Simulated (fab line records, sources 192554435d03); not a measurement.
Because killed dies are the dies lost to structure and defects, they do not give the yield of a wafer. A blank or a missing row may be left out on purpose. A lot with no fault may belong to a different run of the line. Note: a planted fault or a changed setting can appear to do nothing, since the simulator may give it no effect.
fab line records | flow n5Finfet
record: lots: 11 | wafers: 30 | lastDay: 17
route steps=1938 shown BEOL_M14@1748 BEOL_M15@1773 PASSIVATION@1936
lots that met no fault: from a run of the same line without faults
startH: hours from the record's opening day to when the first of the lot's shown wafers began | waitH: hours from the lot's prior step to this one | " as in the row above | L1.1+2: a single row standing in for several wafers | - no value, or no start given | * or withheld: withheld | < > ~ a bound
route shown NAME@n: a module of which the file shows steps, and the number in the route of the first | usual: mean and standard deviation over wafers with no fault | same: alike in all rows | chamber/n: place in a boat | sites: each site's reading | _std_site: standard deviation across them | _edge_site: inner sites' mean taken away from outer sites' mean | radiusMm: how far each site lies from the wafer's centre | mask NAME#n: copy n | behind: the tool/chamber that last shaped the wafer | hold: cause of the lot's hold/its duration in hours/its outcome | device: names the non-switching transistor (n, p or np) | end of line: at the end of the route, the tests of the same wafers | a step with no rows: only its recipe | killed: the dies lost at the first sort to structure and to defects; this is not the yield of the wafer | map: dies across one wafer; x = killed, . = not, _ = none there
set.NAME: the setting the step ran with; set.NAME@STEP: the setting that earlier step ran with | model.NAME: the simulator's own value behind a step, which no gauge read
route steps across a sampled set of lots; one table per step, one row per wafer
services: from which hour (startH, from the record's first day; less than 0 if before it) a tool's chamber was out of use, for how many hours, and why
== steps ==
step: N5_BEOL_M14_INSPECT_30
recipe: mode: adi | inspectInstrument: macro
usual: rawDefectCount: 2.1/1.6
lot.wafer | tool             | chamber | startH | waitH | rawDefectCount
L294.4    | defectInspect-02 | -       | 225.08 | 0.0   | 3
L294.5    | "                | -       | "      | "     | 3
L294.6    | "                | -       | "      | "     | 3
L295.2    | defectInspect-02 | -       | 244.98 | 0.0   | 1
L295.3    | "                | -       | "      | "     | 1
L295.4    | "                | -       | "      | "     | 2
L296.1    | defectInspect-01 | -       | 250.11 | 0.0   | 2
L296.3    | "                | -       | "      | "     | 1
L296.4    | "                | -       | "      | "     | 2
L300.1    | defectInspect-01 | -       | 273.90 | 0.0   | 3
L300.5    | "                | -       | "      | "     | 4
L300.6    | "                | -       | "      | "     | 0
L299.2    | defectInspect-01 | -       | 273.98 | 0.0   | 3
L299.3    | "                | -       | "      | "     | 4
L299.5    | "                | -       | "      | "     | 0
L301.2    | defectInspect-02 | -       | 274.69 | 0.0   | 2
L301.3    | "                | -       | "      | "     | 2
L301.5    | "                | -       | "      | "     | 0
L302.1    | defectInspect-02 | -       | 289.03 | 0.0   | 1
L302.4    | "                | -       | "      | "     | 0
L302.6    | "                | -       | "      | "     | 1
L305.5    | defectInspect-01 | -       | 305.80 | 0.0   | 2
L305.6    | "                | -       | "      | "     | 1
L314.2    | defectInspect-01 | -       | 353.12 | 0.0   | 1
L314.6    | "                | -       | "      | "     | 3
L313.2    | defectInspect-01 | -       | 355.29 | 0.0   | 5
L313.4    | "                | -       | "      | "     | 5
L313.6    | "                | -       | "      | "     | 2
L315.3    | defectInspect-01 | -       | 374.56 | 0.0   | 0
L315.6    | "                | -       | "      | "     | 2
step: N5_BEOL_M14_STRIP_37
recipe: chemistry: O2 | powerW: 600 | tempC: 60 | pressureMtorr: 30 | rfFrequencyHz: 6e+07 | biasPowerW: 0 | overashFraction: 0.3 | o2FlowSccm: 225
usual: drypumpMotorCurrentA: 5.7/0.48 | o2FlowSccm: 225.0/0.66 | oesProductAu: 0.81/0.066 | rfVppV: 3.6/0.95 | showerheadPlenumPTorr: 2.09/0.076 | throttleValvePct: 16.60/0.17
lot.wafer | tool       | chamber | startH | waitH | drypumpMotorCurrentA | o2FlowSccm | oesProductAu | rfHoursCounterH | rfVppV | showerheadPlenumPTorr | throttleValvePct
L294.4    | rieDiel-01 | 2       | 225.96 | 0.0   | 6.4                  | 224.7      | 0.92         | 16              | 3.6    | 2.04                  | 16.39
L294.5    | "          | 2       | "      | "     | 6.4                  | 224.3      | 0.93         | -               | 3.7    | 2.04                  | 16.40
L294.6    | "          | 3       | "      | "     | 5.7                  | 226.1      | 0.82         | -               | 3.4    | 2.04                  | 16.67
L295.2    | rieDiel-02 | 3       | 247.51 | 1.6   | 4.7                  | 224.6      | 0.80         | 100             | 2.9    | 2.02                  | 16.76
L295.3    | "          | 1       | "      | "     | 5.5                  | 224.7      | 0.81         | 87              | 2.3    | 2.12                  | 16.48
L295.4    | "          | 2       | "      | "     | 5.7                  | 224.8      | 0.78         | 105             | 3.4    | 2.23                  | 16.69
L296.1    | rieDiel-02 | 3       | 251.28 | 0.4   | 4.8                  | 225.3      | 0.80         | 102             | 3.8    | 2.02                  | 16.79
L296.3    | "          | 0       | "      | "     | 5.8                  | 224.3      | 0.81         | 71              | 2.7    | 2.11                  | 16.33
L296.4    | "          | 1       | "      | "     | 5.6                  | 224.6      | 0.79         | 89              | 3.7    | 2.12                  | 16.47
L299.2    | rieDiel-02 | 3       | 275.94 | 0.9   | 4.7                  | 225.6      | 0.79         | 112             | 3.8    | 2.02                  | 16.83
L299.3    | "          | 3       | "      | "     | 4.7                  | 225.5      | 0.80         | -               | 5.1    | 2.02                  | 16.82
L299.5    | "          | 0       | "      | "     | 5.8                  | 223.7      | 0.81         | -               | 4.0    | 2.11                  | 16.35
L300.1    | rieDiel-02 | 3       | 276.19 | 1.1   | 4.8                  | 224.3      | 0.80         | 112             | 4.0    | 2.02                  | 16.83
L300.5    | "          | 0       | "      | "     | 5.8                  | 225.5      | 0.81         | -               | 3.5    | 2.11                  | 16.36
L300.6    | "          | 3       | "      | "     | 4.7                  | 226.3      | 0.79         | -               | 4.4    | 2.02                  | 16.80
L301.2    | rieDiel-01 | 0       | 276.25 | 0.6   | 6.1                  | 225.8      | 0.95         | 3               | 5.3    | 2.23                  | 16.49
L301.3    | "          | 2       | "      | "     | 6.4                  | 224.7      | 0.87         | 38              | 4.2    | 2.03                  | 16.47
L301.5    | "          | 3       | "      | "     | 5.7                  | 223.9      | 0.79         | -               | 5.4    | 2.03                  | 16.71
L302.1    | rieDiel-01 | 0       | 295.24 | 5.6   | 6.1                  | 225.8      | 0.92         | 8               | 4.4    | 2.23                  | 16.46
L302.4    | "          | 1       | "      | "     | 5.3                  | 224.7      | 0.99         | 2               | 2.9    | 2.06                  | 16.45
L302.6    | "          | 1       | "      | "     | 5.3                  | 225.1      | 1.00         | -               | 3.3    | 2.06                  | 16.48
L305.5    | rieDiel-02 | 3       | 307.44 | 0.7   | 4.7                  | 224.6      | 0.79         | -               | 3.5    | 2.01                  | 16.82
L305.6    | "          | 0       | "      | "     | 5.8                  | 224.5      | 0.79         | -               | 4.1    | 2.10                  | 16.37
L314.2    | rieDiel-02 | 2       | 356.76 | 2.8   | 5.8                  | 226.1      | 0.78         | 118             | 5.3    | 2.22                  | 16.72
L314.6    | "          | 1       | "      | "     | 5.6                  | 224.3      | 0.76         | -               | 5.0    | 2.11                  | 16.53
L313.2    | rieDiel-01 | 3       | 357.45 | 1.5   | 5.8                  | 225.2      | 0.76         | 107             | 3.5    | 2.02                  | 16.77
L313.4    | "          | 0       | "      | "     | 6.0                  | 225.2      | 0.88         | 30              | 3.5    | 2.22                  | 16.48
L313.6    | "          | 1       | "      | "     | 5.3                  | 224.1      | 0.93         | -               | 2.6    | 2.06                  | 16.50
L315.3    | rieDiel-02 | 3       | 375.25 | 0.0   | 4.7                  | 226.5      | 0.77         | 149             | 3.2    | 2.00                  | 16.85
L315.6    | "          | 2       | "      | "     | 5.7                  | 224.3      | 0.78         | -               | 2.9    | 2.22                  | 16.73
step: N5_BEOL_M14_INSPECT_55
recipe: inspectInstrument: darkfield | mode: postDep
usual: rawDefectCount: 69/24
lot.wafer | tool             | chamber | startH | waitH | rawDefectCount
L294.4    | defectInspect-02 | -       | 227.58 | 0.0   | 69
L294.5    | "                | -       | "      | "     | 52
L294.6    | "                | -       | "      | "     | 58
L295.2    | defectInspect-01 | -       | 249.41 | 0.0   | 65
L295.3    | "                | -       | "      | "     | 90
L295.4    | "                | -       | "      | "     | 59
L296.1    | defectInspect-02 | -       | 253.13 | 0.0   | 41
L296.3    | "                | -       | "      | "     | 68
L296.4    | "                | -       | "      | "     | 62
L299.2    | defectInspect-02 | -       | 277.75 | 0.0   | 52
L299.3    | "                | -       | "      | "     | 73
L299.5    | "                | -       | "      | "     | 54
L301.2    | defectInspect-01 | -       | 278.04 | 0.0   | 74
L301.3    | "                | -       | "      | "     | 83
L301.5    | "                | -       | "      | "     | 106
L300.1    | defectInspect-01 | -       | 278.26 | 0.0   | 121
L300.5    | "                | -       | "      | "     | 138
L300.6    | "                | -       | "      | "     | 166
L302.1    | defectInspect-02 | -       | 297.04 | 0.0   | 72
L302.4    | "                | -       | "      | "     | 63
L302.6    | "                | -       | "      | "     | 110
L305.5    | defectInspect-01 | -       | 309.39 | 0.0   | 68
L305.6    | "                | -       | "      | "     | 97
L314.2    | defectInspect-01 | -       | 358.78 | 0.0   | 87
L314.6    | "                | -       | "      | "     | 45
L313.2    | defectInspect-01 | -       | 361.52 | 0.0   | 88
L313.4    | "                | -       | "      | "     | 69
L313.6    | "                | -       | "      | "     | 54
L315.3    | defectInspect-02 | -       | 379.60 | 0.0   | 59
L315.6    | "                | -       | "      | "     | 44
step: N5_BEOL_M15_ILD_DEP_00
recipe: material: SiO2 | targetThkA: 16293 | tempC: 400 | precursor: TEOS/O2 | pressureTorr: 6.5 | rfW: 900 | teosFlowSccm: 161.4 | gas: O2 | flowSccm: 2650 | timeS: 346.1
usual: chamberPressureTorr: 6.500/0.013 | heaterPowerW: 564/110 | runLengthS: 389.2/0.53 | showerheadPlenumPTorr: 8.34/0.035 | susceptorTempC: 400.00/0.25 | throttleValvePct: 19.0/0.75
lot.wafer | tool     | chamber | startH | waitH | chamberPressureTorr | heaterPowerW | runLengthS | showerheadPlenumPTorr | susceptorTempC | throttleValvePct
L294.4    | pecvd-01 | 0       | 227.72 | 0.1   | 6.494               | 565          | 389.6      | 8.43                  | 400.31         | 21.2
L294.5    | "        | 1       | "      | "     | 6.514               | 547          | 389.4      | 8.32                  | 399.78         | 19.0
L294.6    | "        | 2       | "      | "     | 6.509               | 381          | 389.6      | 8.37                  | 400.00         | 19.5
L295.2    | pecvd-04 | 2       | 249.44 | 0.0   | 6.496               | 458          | 389.3      | 8.36                  | 400.44         | 19.2
L295.3    | "        | 1       | "      | "     | 6.482               | 780          | 389.5      | 8.32                  | 400.19         | 18.9
L295.4    | "        | 2       | "      | "     | 6.507               | 527          | 389.2      | 8.36                  | 399.98         | 18.8
L296.1    | pecvd-04 | 1       | 253.17 | 0.0   | 6.493               | 791          | 389.5      | 8.29                  | 400.26         | 19.2
L296.3    | "        | 2       | "      | "     | 6.494               | 463          | 389.1      | 8.31                  | 400.29         | 19.1
L296.4    | "        | 1       | "      | "     | 6.490               | 620          | 389.2      | 8.30                  | 400.47         | 19.1
L299.2    | pecvd-02 | 1       | 277.79 | 0.0   | 6.493               | 607          | 388.8      | 8.32                  | 400.18         | 18.7
L299.3    | "        | 0       | "      | "     | 6.523               | 627          | 387.9      | 8.32                  | 399.75         | 18.5
L299.5    | "        | 1       | "      | "     | 6.509               | 461          | 388.8      | 8.35                  | 400.35         | 18.6
L301.2    | pecvd-04 | 2       | 278.07 | 0.0   | 6.514               | 519          | 389.2      | 8.33                  | 400.13         | 19.0
L301.3    | "        | 2       | "      | "     | 6.508               | 406          | 389.7      | 8.35                  | 400.17         | 18.8
L301.5    | "        | 1       | "      | "     | 6.500               | 730          | 389.7      | 8.32                  | 399.43         | 19.2
L300.1    | pecvd-02 | 0       | 278.30 | 0.0   | 6.501               | 673          | 387.9      | 8.35                  | 400.11         | 18.2
L300.5    | "        | 2       | "      | "     | 6.485               | 713          | 388.8      | 8.31                  | 399.96         | 18.6
L300.6    | "        | 0       | "      | "     | 6.488               | 563          | 387.6      | 8.34                  | 400.18         | 18.5
L302.1    | pecvd-04 | 1       | 297.08 | 0.0   | 6.505               | 790          | 389.2      | 8.30                  | 400.24         | 19.2
L302.4    | "        | 2       | "      | "     | 6.508               | 405          | 389.3      | 8.36                  | 399.59         | 19.1
L302.6    | "        | 0       | "      | "     | 6.503               | 557          | 389.5      | 8.36                  | 400.04         | 18.4
L305.5    | pecvd-02 | 2       | 309.53 | 0.1   | 6.507               | 713          | 389.2      | 8.29                  | 400.01         | 18.1
L305.6    | "        | 1       | "      | "     | 6.510               | 459          | 389.0      | 8.34                  | 400.06         | 18.6
L314.2    | pecvd-04 | 2       | 358.81 | 0.0   | 6.486               | 508          | 441.8      | 8.36                  | 400.54         | 19.4
L314.6    | "        | 2       | "      | "     | 6.497               | 392          | 389.6      | 8.35                  | 400.46         | 19.0
L313.2    | pecvd-04 | 0       | 361.56 | 0.0   | 6.513               | 549          | 441.9      | 8.36                  | 400.02         | 18.2
L313.4    | "        | 0       | "      | "     | 6.497               | 422          | 389.6      | 8.36                  | 399.67         | 18.5
L313.6    | "        | 1       | "      | "     | 6.490               | 742          | 389.5      | 8.32                  | 400.01         | 19.2
L315.3    | pecvd-04 | 1       | 379.63 | 0.0   | 6.489               | 774          | 441.8      | 8.30                  | 399.97         | 19.3
L315.6    | "        | 0       | "      | "     | 6.510               | 446          | 389.7      | 8.37                  | 399.98         | 18.5
step: N5_BEOL_M15_THK_MEAS_01
recipe: reads: SiO2_of_BEOL_M15_ILD_DEP_00
usual: M15_ILD_THK: 1632/23
lot.wafer | tool         | chamber | startH | waitH | M15_ILD_THK[nm]
L294.4    | filmMetro-01 | -       | 227.87 | 0.0   | 1607
L294.5    | "            | -       | "      | "     | 1654
L294.6    | "            | -       | "      | "     | 1644
L295.2    | filmMetro-02 | -       | 249.69 | 0.1   | 1611
L295.3    | "            | -       | "      | "     | 1627
L295.4    | "            | -       | "      | "     | 1620
L296.1    | filmMetro-01 | -       | 253.42 | 0.1   | 1640
L296.3    | "            | -       | "      | "     | 1602
L296.4    | "            | -       | "      | "     | 1640
L299.2    | filmMetro-01 | -       | 278.04 | 0.1   | 1634
L299.3    | "            | -       | "      | "     | 1628
L299.5    | "            | -       | "      | "     | 1663
L301.2    | filmMetro-02 | -       | 278.43 | 0.3   | 1597
L301.3    | "            | -       | "      | "     | 1634
L301.5    | "            | -       | "      | "     | 1655
L300.1    | filmMetro-01 | -       | 278.55 | 0.1   | 1628
L300.5    | "            | -       | "      | "     | 1662
L300.6    | "            | -       | "      | "     | 1677
L302.1    | filmMetro-01 | -       | 297.33 | 0.1   | 1636
L302.4    | "            | -       | "      | "     | 1622
L302.6    | "            | -       | "      | "     | 1633
L305.5    | filmMetro-02 | -       | 309.67 | 0.0   | 1652
L305.6    | "            | -       | "      | "     | 1614
L314.2    | filmMetro-02 | -       | 359.06 | 0.1   | 1880
L314.6    | "            | -       | "      | "     | 1657
L313.2    | filmMetro-02 | -       | 361.81 | 0.1   | 1860
L313.4    | "            | -       | "      | "     | 1637
L313.6    | "            | -       | "      | "     | 1649
L315.3    | filmMetro-02 | -       | 379.88 | 0.1   | 1893
L315.6    | "            | -       | "      | "     | 1635
step: N5_PASSIVATION_PROBE_49
usual: defectLimitedYield: 91.5/1.6 | killed_at_M0_to_M3: 33/10 | killed_at_M4_up: 13/5.6 | killedAtContacts: 13/6 | killedAtFrontEnd: 39/12 | killedAtOther: 3.0/2.8 | killedDies: 101/19 | killedOpen: 65/13 | killedShort: 32/8.3 | sort_bin_4_leakage: 0.00/0.0072 | sort_bin_5_function: 5.0/1 | sort_bin_6_memory: 3.1/0.69 | sortNPass: 1079/19 | sortYieldPct: 91.5/1.6
same: grossDies: 1180 | killedAtBackSide: 0 | sort_bin_8_speed[%]: 0
lot.wafer | tool      | chamber | startH | waitH | defectLimitedYield[%] | killed_at_M0_to_M3 | killed_at_M4_up | killedAtContacts | killedAtFrontEnd | killedAtOther | killedDies | killedOpen | killedShort | sort_bin_4_leakage[%] | sort_bin_5_function[%] | sort_bin_6_memory[%] | sortNPass | sortYieldPct[%]
L315.3    | prober-01 | -       | 398.03 | 0.1   | 89.9                  | 26                 | 21              | 22               | 45               | 5             | 119        | 84         | 32          | 0                     | 5.3                    | 4.6                  | 1061      | 89.9
killed by level:class
L315.3 MOL_CONTACT_COAG:geometricParticle:open=18 FIN_SAQP:geometricParticle:open=14 DUMMY_GATE:geometricParticle:open=13 BEOL_M4:geometricParticle:open=9 BEOL_M0_SAQP:geometricParticle:short=8 BEOL_M0_SAQP:geometricParticle:open=7 BEOL_M2:geometricParticle:open=7 FIN_SAQP:geometricParticle:short=5
== services ==
tool       | chamber | startH | hours | kind
pecvd-01   | 2       | 217.11 | 6.5   | repair
rieDiel-01 | 0       | 239.19 | -     | clean
rieDiel-01 | 0       | 239.19 | -     | consumableReplace:focusRing
rieDiel-01 | 0       | 239.19 | -     | consumableReplace:showerhead
rieDiel-01 | 0       | 239.19 | 32.1  | scheduledDown
rieDiel-01 | 0       | 239.19 | 32.1  | ventCycle
pecvd-01   | -       | 252.22 | 2.3   | repair
rieDiel-02 | 1       | 259.35 | 18.6  | repair
rieDiel-01 | 1       | 271.35 | -     | clean
rieDiel-01 | 1       | 271.35 | -     | consumableReplace:focusRing
rieDiel-01 | 1       | 271.35 | 14.4  | scheduledDown
rieDiel-01 | 1       | 271.35 | 14.4  | ventCycle
pecvd-04   | 0       | 271.90 | 10.6  | repair
pecvd-02   | -       | 278.99 | 1.1   | repair
pecvd-02   | 0       | 297.90 | 5.5   | scheduledDown
pecvd-04   | 0       | 320.09 | 16.5  | scheduledDown
rieDiel-02 | 3       | 329.31 | 13.5  | repair
pecvd-02   | 2       | 356.75 | 5.5   | scheduledDown
rieDiel-01 | 1       | 368.16 | 6.0   | repair
pecvd-04   | 1       | 370.49 | 5.5   | scheduledDown
pecvd-02   | 2       | 376.51 | 7.6   | repair
== key ==
firstSign: step: N5_BEOL_M15_ILD_DEP_00 | reading: runLengthS | direction: up | sigmas: 99+ | usual: * | struck: *
effect: step: N5_BEOL_M15_THK_MEAS_01 | reading: M15_ILD_THK | direction: up | sigmas: 11 | usual: 1632 | struck: 1877
metAt N5_BEOL_M15_ILD_DEP_00
struckLots L313,L314,L315
struckWafers L313.2,L314.2,L315.3
notActingAt N5_BEOL_M14_INSPECT_30,N5_BEOL_M14_STRIP_37,N5_BEOL_M14_INSPECT_55
onsetBetween 297.08 358.81
fault: kind: processParameterDrift | tool: pecvd-04 | chamber: - | onsetH: 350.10 | steps: N5_BEOL_M15_ILD_DEP_00 | channel: timeS | offset: * | shape: step | endH: 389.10 | scope: struckWafersOnly | actsIn: * | stated: *
